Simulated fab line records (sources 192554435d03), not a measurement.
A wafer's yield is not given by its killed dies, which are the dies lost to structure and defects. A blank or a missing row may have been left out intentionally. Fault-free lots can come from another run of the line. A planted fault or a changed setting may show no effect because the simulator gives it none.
The tool behind it: which one? | flow n5_finfet | Sampling: 24 lots, 72 wafers, 5 of 1938 route steps

## WHAT THE GAUGES READ, wafer by wafer
N5_BEOL_M12_OVL_MEAS_29. Usual: M12_OVL gives 1 nm (standard deviation 5.2).
lot  | measured     | on         | M12_OVL (nm) | flag
L075 | day 13 10:11 | overlay-01 | 2 6 7        |
L074 | day 13 13:49 | overlay-01 | 4 3 1        |
L076 | day 13 19:35 | overlay-01 | -3 7 -3      |
L078 | day 13 22:36 | overlay-01 | -4 -1 -1     |
L077 | day 14 06:59 | overlay-01 | 8 3 8        |
L079 | day 14 12:28 | overlay-01 | 2 0 2        |
L081 | day 15 09:04 | overlay-02 | 7 -2 6       |
L084 | day 15 18:49 | overlay-01 | 4 -5 -3      |
L082 | day 16 00:41 | overlay-01 | 0 3 0        |
L080 | day 16 09:44 | overlay-02 | 7 6 4        |
L083 | day 16 10:11 | overlay-01 | -4 2 -11     |
L087 | day 16 12:51 | overlay-02 | 7 7 2        |
L085 | day 16 23:29 | overlay-02 | 2 -11 -4     |
L088 | day 17 08:49 | overlay-02 | 7 5 4        |
L089 | day 17 23:31 | overlay-02 | 0 -7 -5      |
L090 | day 18 00:02 | overlay-02 | -9 1 -12     |
L091 | day 18 00:23 | overlay-02 | 9 5 5        |
L093 | day 18 04:47 | overlay-02 | 2 -2 0       |
L095 | day 18 09:38 | overlay-02 | 7 2 3        |
L086 | day 18 10:23 | overlay-02 | 5 6 4        |
L094 | day 18 21:53 | overlay-01 | 3 -1 -4      |
L092 | day 18 22:15 | overlay-02 | -6 -13 -5    |
L097 | day 19 03:55 | overlay-01 | -1 8 3       |
L096 | day 19 05:29 | overlay-01 | 4 -6 -3      |

## TOOL THAT RAN EACH LOT (tool first, then ch and the chambers of the sampled wafers, then the start)
lot  | N5_BEOL_M11_STRIP_77                          | N5_BEOL_M11_DEGAS_44         | N5_BEOL_M11_PRE_CLEAN_45     | N5_BEOL_M11_SPUTTER_48
L075 | rie_diel-04 ch 0,1,3, day 13 06:31 or earlier | pvd_sputter-01, day 13 06:31 | pvd_sputter-01, day 13 06:33 | pvd_sputter-01, day 13 07:09
L074 | rie_diel-01 ch 0,2,3, day 13 10:26 or earlier | pvd_sputter-03, day 13 10:26 | pvd_sputter-03, day 13 10:29 | pvd_sputter-02, day 13 11:08
L076 | rie_diel-04 ch 2,3, day 13 14:34 or earlier   | pvd_sputter-02, day 13 14:34 | pvd_sputter-02, day 13 14:37 | pvd_sputter-01, day 13 16:58
L078 | rie_diel-04 ch 0,2,3, day 13 17:52 or earlier | pvd_sputter-01, day 13 17:52 | pvd_sputter-01, day 13 17:54 | pvd_sputter-02, day 13 19:29
L077 | rie_diel-06 ch 1,2,3, day 14 03:27 or earlier | pvd_sputter-01, day 14 03:27 | pvd_sputter-01, day 14 03:29 | pvd_sputter-01, day 14 04:13
L079 | rie_diel-04 ch 0,1, day 14 07:27 or earlier   | pvd_sputter-01, day 14 07:27 | pvd_sputter-01, day 14 07:29 | pvd_sputter-02, day 14 09:31
L081 | rie_diel-06 ch 0,2,3, day 15 05:14 or earlier | pvd_sputter-01, day 15 05:14 | pvd_sputter-01, day 15 05:17 | pvd_sputter-02, day 15 06:33
L084 | rie_diel-04 ch 1,3, day 15 15:23 or earlier   | pvd_sputter-01, day 15 15:23 | pvd_sputter-01, day 15 15:25 | pvd_sputter-03, day 15 16:03
L082 | rie_diel-06 ch 0,1,3, day 15 20:58 or earlier | pvd_sputter-03, day 15 20:58 | pvd_sputter-03, day 15 21:01 | pvd_sputter-03, day 15 21:49
L080 | rie_diel-04 ch 0,1,3, day 16 04:54 or earlier | pvd_sputter-01, day 16 04:54 | pvd_sputter-01, day 16 04:56 | pvd_sputter-03, day 16 07:05
L083 | rie_diel-06 ch 0,3, day 16 05:06 or earlier   | pvd_sputter-01, day 16 05:06 | pvd_sputter-01, day 16 05:08 | pvd_sputter-03, day 16 07:16
L087 | rie_diel-06 ch 0,1,3, day 16 08:03 or earlier | pvd_sputter-03, day 16 08:03 | pvd_sputter-03, day 16 08:05 | pvd_sputter-01, day 16 10:05
L085 | rie_diel-06 ch 2,3, day 16 19:47 or earlier   | pvd_sputter-01, day 16 19:47 | pvd_sputter-01, day 16 19:50 | pvd_sputter-02, day 16 20:44
L088 | rie_diel-01 ch 0,2, day 17 05:32 or earlier   | pvd_sputter-01, day 17 05:32 | pvd_sputter-01, day 17 05:34 | pvd_sputter-01, day 17 06:17
L089 | rie_diel-06 ch 2,3, day 17 20:27 or earlier   | pvd_sputter-03, day 17 20:27 | pvd_sputter-03, day 17 20:29 | pvd_sputter-01, day 17 21:04
L090 | rie_diel-01 ch 0,1,3, day 17 20:37 or earlier | pvd_sputter-03, day 17 20:37 | pvd_sputter-03, day 17 20:39 | pvd_sputter-03, day 17 21:17
L091 | rie_diel-04 ch 0,1,3, day 17 20:47 or earlier | pvd_sputter-03, day 17 20:47 | pvd_sputter-03, day 17 20:50 | pvd_sputter-01, day 17 21:27
L093 | rie_diel-06 ch 0,2,3, day 17 23:59 or earlier | pvd_sputter-02, day 17 23:59 | pvd_sputter-02, day 18 00:01 | pvd_sputter-01, day 18 02:11
L095 | rie_diel-01 ch 0,1,3, day 18 06:17 or earlier | pvd_sputter-03, day 18 06:17 | pvd_sputter-03, day 18 06:19 | pvd_sputter-01, day 18 07:04
L086 | rie_diel-06 ch 1,2, day 18 06:55 or earlier   | pvd_sputter-03, day 18 06:55 | pvd_sputter-03, day 18 06:58 | pvd_sputter-01, day 18 07:37
L094 | rie_diel-04 ch 1,2,3, day 18 18:04 or earlier | pvd_sputter-01, day 18 18:04 | pvd_sputter-01, day 18 18:06 | pvd_sputter-01, day 18 18:53
L092 | rie_diel-01 ch 0,1, day 18 18:13 or earlier   | pvd_sputter-01, day 18 18:13 | pvd_sputter-01, day 18 18:16 | pvd_sputter-01, day 18 19:02
L097 | rie_diel-06 ch 0,3, day 18 23:22 or earlier   | pvd_sputter-03, day 18 23:22 | pvd_sputter-03, day 18 23:24 | pvd_sputter-03, day 19 01:17
L096 | rie_diel-06 ch 1,2,3, day 19 01:59 or earlier | pvd_sputter-03, day 19 01:59 | pvd_sputter-03, day 19 02:01 | pvd_sputter-01, day 19 02:46
- N5_BEOL_M11_STRIP_77: strips in N2/H2, time 10 s.
- N5_BEOL_M11_DEGAS_44: time 60 s.
- N5_BEOL_M11_PRE_CLEAN_45: time 30 s.
- N5_BEOL_M11_SPUTTER_48: material Cu, target thk 12 nm, time 2 s.

## AS READ BY THE TOOLS THEMSELVES (means over the sampled wafers that have a number; for cases with no such wafer, the mark the record gives instead)
N5_BEOL_M11_STRIP_77. Usual: drypump_motor_current_A 5.9 A, standard deviation 0.39; oes_product_au 0.81 a.u., standard deviation 0.068; rf_vpp_V 59.0 V, standard deviation 1; showerhead_plenum_p_Torr 2.49 Torr, standard deviation 0.1; throttle_valve_pct 23.5 %, standard deviation 0.34.
lot  | tool        | drypump_motor_current_A (A) | oes_product_au (a.u.) | rf_vpp_V (V) | showerhead_plenum_p_Torr (Torr) | throttle_valve_pct (%) | flag
L075 | rie_diel-04 | 5.7                         | 0.82                  | 58.6         | 2.56                            | 23.6                   |
L074 | rie_diel-01 | 6.2                         | 0.80                  | 58.7         | 2.53                            | 23.9                   |
L076 | rie_diel-04 | 5.5                         | 0.84                  | 59.3         | 2.54                            | 23.6                   |
L078 | rie_diel-04 | 5.6                         | 0.79                  | 58.8         | 2.52                            | 23.5                   |
L077 | rie_diel-06 | 5.8                         | 0.87                  | 59.6         | 2.50                            | 23.3                   |
L079 | rie_diel-04 | 6.1                         | 0.82                  | 59.3         | 2.56                            | 23.7                   |
L081 | rie_diel-06 | 5.8                         | 0.82                  | 59.1         | 2.45                            | 23.2                   |
L084 | rie_diel-04 | 5.6                         | 0.83                  | 59.2         | 2.57                            | 23.8                   |
L082 | rie_diel-06 | 6.0                         | 0.83                  | 59.7         | 2.45                            | 23.2                   |
L080 | rie_diel-04 | 5.8                         | 0.80                  | 58.9         | 2.55                            | 23.7                   |
L083 | rie_diel-06 | 6.0                         | 0.79                  | 59.1         | 2.41                            | 23.1                   |
L087 | rie_diel-06 | 6.0                         | 0.83                  | 59.2         | 2.45                            | 23.2                   |
L085 | rie_diel-06 | 5.6                         | 0.83                  | 58.4         | 2.50                            | 23.3                   |
L088 | rie_diel-01 | 6.1                         | 0.80                  | 59.8         | 2.50                            | 23.7                   |
L089 | rie_diel-06 | 5.6                         | 0.81                  | 59.0         | 2.49                            | 23.3                   |
L090 | rie_diel-01 | 6.2                         | 0.73                  | 59.0         | 2.46                            | 24.1                   |
L091 | rie_diel-04 | 5.7                         | 0.78                  | 58.4         | 2.55                            | 23.7                   |
L093 | rie_diel-06 | 5.8                         | 0.80                  | 59.3         | 2.45                            | 23.2                   |
L095 | rie_diel-01 | 6.2                         | 0.73                  | 58.6         | 2.46                            | 24.1                   |
L086 | rie_diel-06 | 5.5                         | 0.89                  | 59.5         | 2.58                            | 23.3                   |
L094 | rie_diel-04 | 5.8                         | 0.80                  | 57.9         | 2.52                            | 23.7                   |
L092 | rie_diel-01 | 6.1                         | 0.74                  | 59.0         | 2.40                            | 23.9                   |
L097 | rie_diel-06 | 6.0                         | 0.77                  | 59.1         | 2.40                            | 23.1                   |
L096 | rie_diel-06 | 5.8                         | 0.82                  | 58.7         | 2.48                            | 23.3                   |

N5_BEOL_M11_DEGAS_44. Usual: 339 W for heater_power_w, sd 27.
lot  | tool           | heater_power_w (W) | flag
L075 | pvd_sputter-01 | 318                |
L074 | pvd_sputter-03 | 348                |
L076 | pvd_sputter-02 | 334                |
L078 | pvd_sputter-01 | 333                |
L077 | pvd_sputter-01 | 327                |
L079 | pvd_sputter-01 | 340                |
L081 | pvd_sputter-01 | 327                |
L084 | pvd_sputter-01 | 329                |
L082 | pvd_sputter-03 | 363                |
L080 | pvd_sputter-01 | 322                |
L083 | pvd_sputter-01 | 333                |
L087 | pvd_sputter-03 | 354                |
L085 | pvd_sputter-01 | 334                |
L088 | pvd_sputter-01 | 338                |
L089 | pvd_sputter-03 | 325                |
L090 | pvd_sputter-03 | 331                |
L091 | pvd_sputter-03 | 355                |
L093 | pvd_sputter-02 | 346                |
L095 | pvd_sputter-03 | 333                |
L086 | pvd_sputter-03 | 367                |
L094 | pvd_sputter-01 | 328                |
L092 | pvd_sputter-01 | 327                |
L097 | pvd_sputter-03 | 342                |
L096 | pvd_sputter-03 | 339                |

N5_BEOL_M11_PRE_CLEAN_45. Usual: 339 W for heater_power_w, sd 27.
lot  | tool           | heater_power_w (W) | flag
L075 | pvd_sputter-01 | 319                |
L074 | pvd_sputter-03 | 348                |
L076 | pvd_sputter-02 | 335                |
L078 | pvd_sputter-01 | 331                |
L077 | pvd_sputter-01 | 315                |
L079 | pvd_sputter-01 | 342                |
L081 | pvd_sputter-01 | 332                |
L084 | pvd_sputter-01 | 329                |
L082 | pvd_sputter-03 | 364                |
L080 | pvd_sputter-01 | 323                |
L083 | pvd_sputter-01 | 328                |
L087 | pvd_sputter-03 | 351                |
L085 | pvd_sputter-01 | 336                |
L088 | pvd_sputter-01 | 334                |
L089 | pvd_sputter-03 | 323                |
L090 | pvd_sputter-03 | 331                |
L091 | pvd_sputter-03 | 351                |
L093 | pvd_sputter-02 | 348                |
L095 | pvd_sputter-03 | 339                |
L086 | pvd_sputter-03 | 362                |
L094 | pvd_sputter-01 | 322                |
L092 | pvd_sputter-01 | 331                |
L097 | pvd_sputter-03 | 336                |
L096 | pvd_sputter-03 | 343                |

N5_BEOL_M11_SPUTTER_48. Usual: 29.7 % for throttle_valve_pct, sd 0.94.
lot  | tool           | throttle_valve_pct (%) | flag
L075 | pvd_sputter-01 | 30.0                   |
L074 | pvd_sputter-02 | 30.6                   |
L076 | pvd_sputter-01 | 29.9                   |
L078 | pvd_sputter-02 | 29.6                   |
L077 | pvd_sputter-01 | 29.8                   |
L079 | pvd_sputter-02 | 29.8                   |
L081 | pvd_sputter-02 | 30.6                   |
L084 | pvd_sputter-03 | 30.4                   |
L082 | pvd_sputter-03 | 30.7                   |
L080 | pvd_sputter-03 | 30.5                   |
L083 | pvd_sputter-03 | 29.7                   |
L087 | pvd_sputter-01 | 29.9                   |
L085 | pvd_sputter-02 | 30.5                   |
L088 | pvd_sputter-01 | 29.1                   |
L089 | pvd_sputter-01 | 29.4                   |
L090 | pvd_sputter-03 | 29.8                   |
L091 | pvd_sputter-01 | 30.1                   |
L093 | pvd_sputter-01 | 29.7                   |
L095 | pvd_sputter-01 | 29.8                   |
L086 | pvd_sputter-01 | 29.8                   |
L094 | pvd_sputter-01 | 29.6                   |
L092 | pvd_sputter-01 | 29.0                   |
L097 | pvd_sputter-03 | 30.6                   |
L096 | pvd_sputter-01 | 29.9                   |

## THE ANSWER, worked out from the rows above alone
Rule: a lot is off if the mean of its wafers that have a number lies more than 3 standard deviations from the usual mean. Also off: a lot with no number at a reading for which 4 or more lots have one. Where the step has rows for the other lots, those lots are counted as sound. The gauges are gone through in route order, then the tools' own readings, and for those a lot's mean is taken as printed above. The first step at which some lot is off is used, and at that step the reading that is off furthest; a lot without a number counts as furthest.
Across all readings shown, no lot is off: no conclusion can be drawn from this.

## WHAT THE SIMULATOR HAD INSERTED
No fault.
